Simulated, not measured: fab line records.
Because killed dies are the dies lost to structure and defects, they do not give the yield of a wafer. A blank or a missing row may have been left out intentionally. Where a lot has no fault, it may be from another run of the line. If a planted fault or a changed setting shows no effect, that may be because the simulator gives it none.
Lot-split experiment :: flow n5 finfet :: 39 wafers read from 7 lots, route of 1938 steps

## SPLIT DETAILS
At N5_BEOL_M1_TRENCH_ETCH_37 (etches SiOC in C4F6/O2, target depth 55.207 nm, time 29 s), the setting target depth a was moved away from the recipe's 552.07 angstrom on 12 of the 39 wafers read, by -44.2% to +50.4%. This setting was run at the recipe's value on the other wafers.

## FROM THE SPLIT TO THE READING: what the file shows between them, 2 steps
- N5_BEOL_M1_ETCH_41: etches SiCN in CH3F/O2, target depth 31.9 nm, time 57.8 s
- N5_BEOL_M1_STRIP_97: strips in N2/H2, time 10 s

## THE READING
trench depth nm, in nm, at N5_BEOL_M1_OCD_MEAS_38. A value of 54.9 nm with a standard deviation of 1.7 nm is what fault-free wafers of this fab line usually give.

wafer: L075.1
tool, chamber at the split: rie diel-01, 1
target depth a as run, angstrom: 308.2
against the recipe: -44.2%
trench depth nm, nm: 30.3
against lot-mates on the recipe: -24.5

wafer: L075.2
tool, chamber at the split: rie diel-01, 3
target depth a as run, angstrom: 552.07
against the recipe: recipe
trench depth nm, nm: 53.7
against lot-mates on the recipe: -

wafer: L075.3
tool, chamber at the split: rie diel-01, 2
target depth a as run, angstrom: 552.07
against the recipe: recipe
trench depth nm, nm: 57.2
against lot-mates on the recipe: -

wafer: L075.4
tool, chamber at the split: rie diel-01, 0
target depth a as run, angstrom: 308.2
against the recipe: -44.2%
trench depth nm, nm: 32.0
against lot-mates on the recipe: -22.8

wafer: L075.5
tool, chamber at the split: rie diel-01, 0
target depth a as run, angstrom: 308.2
against the recipe: -44.2%
trench depth nm, nm: 32.3
against lot-mates on the recipe: -22.5

wafer: L075.6
tool, chamber at the split: rie diel-01, 3
target depth a as run, angstrom: 552.07
against the recipe: recipe
trench depth nm, nm: 53.5
against lot-mates on the recipe: -

wafer: L077.1
tool, chamber at the split: rie diel-01, 2
target depth a as run, angstrom: 552.07
against the recipe: recipe
trench depth nm, nm: 57.1
against lot-mates on the recipe: -

wafer: L077.2
tool, chamber at the split: rie diel-01, 0
target depth a as run, angstrom: 552.07
against the recipe: recipe
trench depth nm, nm: 57.5
against lot-mates on the recipe: -

wafer: L077.3
tool, chamber at the split: rie diel-01, 1
target depth a as run, angstrom: 830.5
against the recipe: +50.4%
trench depth nm, nm: 80.5
against lot-mates on the recipe: +24.5

wafer: L077.4
tool, chamber at the split: rie diel-01, 3
target depth a as run, angstrom: 830.5
against the recipe: +50.4%
trench depth nm, nm: 81.0
against lot-mates on the recipe: +25.0

wafer: L077.5
tool, chamber at the split: rie diel-01, 0
target depth a as run, angstrom: 830.5
against the recipe: +50.4%
trench depth nm, nm: 86.3
against lot-mates on the recipe: +30.3

wafer: L077.6
tool, chamber at the split: rie diel-01, 1
target depth a as run, angstrom: 552.07
against the recipe: recipe
trench depth nm, nm: 53.4
against lot-mates on the recipe: -

wafer: L082.1
tool, chamber at the split: rie diel-01, 0
target depth a as run, angstrom: 552.07
against the recipe: recipe
trench depth nm, nm: 56.3
against lot-mates on the recipe: -

wafer: L082.2
tool, chamber at the split: rie diel-01, 1
target depth a as run, angstrom: 552.07
against the recipe: recipe
trench depth nm, nm: 53.7
against lot-mates on the recipe: -

wafer: L082.3
tool, chamber at the split: rie diel-01, 3
target depth a as run, angstrom: 552.07
against the recipe: recipe
trench depth nm, nm: 52.4
against lot-mates on the recipe: -

wafer: L082.4
tool, chamber at the split: rie diel-01, 2
target depth a as run, angstrom: 552.07
against the recipe: recipe
trench depth nm, nm: 56.6
against lot-mates on the recipe: -

wafer: L082.5
tool, chamber at the split: rie diel-01, 1
target depth a as run, angstrom: 552.07
against the recipe: recipe
trench depth nm, nm: 53.0
against lot-mates on the recipe: -

wafer: L082.6
tool, chamber at the split: rie diel-01, 0
target depth a as run, angstrom: 552.07
against the recipe: recipe
trench depth nm, nm: 56.4
against lot-mates on the recipe: -

wafer: L084.1
tool, chamber at the split: rie diel-04, 0
target depth a as run, angstrom: 552.07
against the recipe: recipe
trench depth nm, nm: 53.6
against lot-mates on the recipe: -

wafer: L084.2
tool, chamber at the split: rie diel-04, 3
target depth a as run, angstrom: 552.07
against the recipe: recipe
trench depth nm, nm: 55.6
against lot-mates on the recipe: -

wafer: L084.3
tool, chamber at the split: rie diel-04, 2
target depth a as run, angstrom: 552.07
against the recipe: recipe
trench depth nm, nm: 53.6
against lot-mates on the recipe: -

wafer: L084.4
tool, chamber at the split: rie diel-04, 1
target depth a as run, angstrom: 552.07
against the recipe: recipe
trench depth nm, nm: 55.1
against lot-mates on the recipe: -

wafer: L084.5
tool, chamber at the split: rie diel-04, 3
target depth a as run, angstrom: 552.07
against the recipe: recipe
trench depth nm, nm: 56.1
against lot-mates on the recipe: -

wafer: L084.6
tool, chamber at the split: rie diel-04, 2
target depth a as run, angstrom: 552.07
against the recipe: recipe
trench depth nm, nm: 53.4
against lot-mates on the recipe: -

wafer: L086.1
tool, chamber at the split: rie diel-01, 2
target depth a as run, angstrom: 552.07
against the recipe: recipe
trench depth nm, nm: 56.4
against lot-mates on the recipe: -

wafer: L086.2
tool, chamber at the split: rie diel-01, 3
target depth a as run, angstrom: 552.07
against the recipe: recipe
trench depth nm, nm: 53.0
against lot-mates on the recipe: -

wafer: L086.3
tool, chamber at the split: rie diel-01, 0
target depth a as run, angstrom: 646.1
against the recipe: +17.0%
trench depth nm, nm: 68.0
against lot-mates on the recipe: +13.7

wafer: L086.4
tool, chamber at the split: rie diel-01, 1
target depth a as run, angstrom: 646.1
against the recipe: +17.0%
trench depth nm, nm: 62.8
against lot-mates on the recipe: +8.5

wafer: L086.5
tool, chamber at the split: rie diel-01, 1
target depth a as run, angstrom: 552.07
against the recipe: recipe
trench depth nm, nm: 53.6
against lot-mates on the recipe: -

wafer: L086.6
tool, chamber at the split: rie diel-01, 0
target depth a as run, angstrom: 646.1
against the recipe: +17.0%
trench depth nm, nm: 67.6
against lot-mates on the recipe: +13.3

wafer: L087.3
tool, chamber at the split: rie diel-01, 2
target depth a as run, angstrom: 552.07
against the recipe: recipe
trench depth nm, nm: 55.5
against lot-mates on the recipe: -

wafer: L087.4
tool, chamber at the split: rie diel-01, 3
target depth a as run, angstrom: 552.07
against the recipe: recipe
trench depth nm, nm: 52.6
against lot-mates on the recipe: -

wafer: L087.5
tool, chamber at the split: rie diel-01, 2
target depth a as run, angstrom: 552.07
against the recipe: recipe
trench depth nm, nm: 55.3
against lot-mates on the recipe: -

wafer: L090.1
tool, chamber at the split: rie diel-01, 1
target depth a as run, angstrom: 552.07
against the recipe: recipe
trench depth nm, nm: 54.2
against lot-mates on the recipe: -

wafer: L090.2
tool, chamber at the split: rie diel-01, 0
target depth a as run, angstrom: 744.5
against the recipe: +34.9%
trench depth nm, nm: 77.7
against lot-mates on the recipe: +22.1

wafer: L090.3
tool, chamber at the split: rie diel-01, 3
target depth a as run, angstrom: 744.5
against the recipe: +34.9%
trench depth nm, nm: 70.5
against lot-mates on the recipe: +14.9

wafer: L090.4
tool, chamber at the split: rie diel-01, 3
target depth a as run, angstrom: 744.5
against the recipe: +34.9%
trench depth nm, nm: 70.7
against lot-mates on the recipe: +15.1

wafer: L090.5
tool, chamber at the split: rie diel-01, 1
target depth a as run, angstrom: 552.07
against the recipe: recipe
trench depth nm, nm: 54.6
against lot-mates on the recipe: -

wafer: L090.6
tool, chamber at the split: rie diel-01, 0
target depth a as run, angstrom: 552.07
against the recipe: recipe
trench depth nm, nm: 57.9
against lot-mates on the recipe: -

THE FIT
A straight line over all 39 wafers: trench depth nm changes by +0.54 nm for each +1% of target depth a; r = +0.98; the points scatter about the line by 2.1 nm.
The same after taking each lot's own level away (the mean of its wafers on the recipe; 39 wafers): +0.528 nm for each +1%; r = +0.98; scatter 2.1 nm.
On that fit, the largest move of target depth a shifts the reading by 27 nm.
Across the lots, their own levels run from 54.33 to 56.00 nm, a range of 1.0 times the standard deviation given above.
So the lot-to-lot level changes the slope little: the two slopes agree.
Check: +27.2 nm against its lot-mates is what the line predicts for one of the wafers moved furthest among these (+50.4%) when that wafer is left out of the fit. Against them it came out at +24.5 nm.

## FURTHER SPLITS ON THESE WAFERS
Note: prior to the reading, these wafers also went through further splits. Each is held against what the fit with the lots' levels taken away leaves over:
other split on the same wafers: N5_FIN_CUT_CUT_ETCH_26 target depth a
wafers away from the commonest value: 15
r with trench depth nm (lot level and that fit taken away): +0.09

other split on the same wafers: N5_SD_EPI_P_ETCH_16 target depth a
wafers away from the commonest value: 15
r with trench depth nm (lot level and that fit taken away): +0.15

other split on the same wafers: N5_MOL_CONTACT_COAG_PRECLEAN_111 time s
wafers away from the commonest value: 12
r with trench depth nm (lot level and that fit taken away): +0.16

## THE WHOLE CHAIN: every reading that the file lists as answering this split, in the file's order
step: N5_BEOL_M1_TRENCH_ETCH_37
what it does: etches SiOC in C4F6/O2, target depth 55.207 nm, time 29 s
reading: BEOL_M1.feature depth nm (the simulator's own value, which no gauge read)
change (the file's fit): +0.533 nm for each +1% of the setting
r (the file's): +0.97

step: N5_BEOL_M1_TRENCH_ETCH_37
what it does: etches SiOC in C4F6/O2, target depth 55.207 nm, time 29 s
reading: etch.depth nm (the simulator's own value, which no gauge read)
change (the file's fit): +0.532 nm for each +1% of the setting
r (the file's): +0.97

step: N5_BEOL_M1_OCD_MEAS_38
what it does: 
reading: trench depth nm
change (the file's fit): +0.529 nm for each +1% of the setting
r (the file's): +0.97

## FILE'S OWN FIT
trench depth nm changes by +0.529 nm for each +1% of target depth a, r = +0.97.
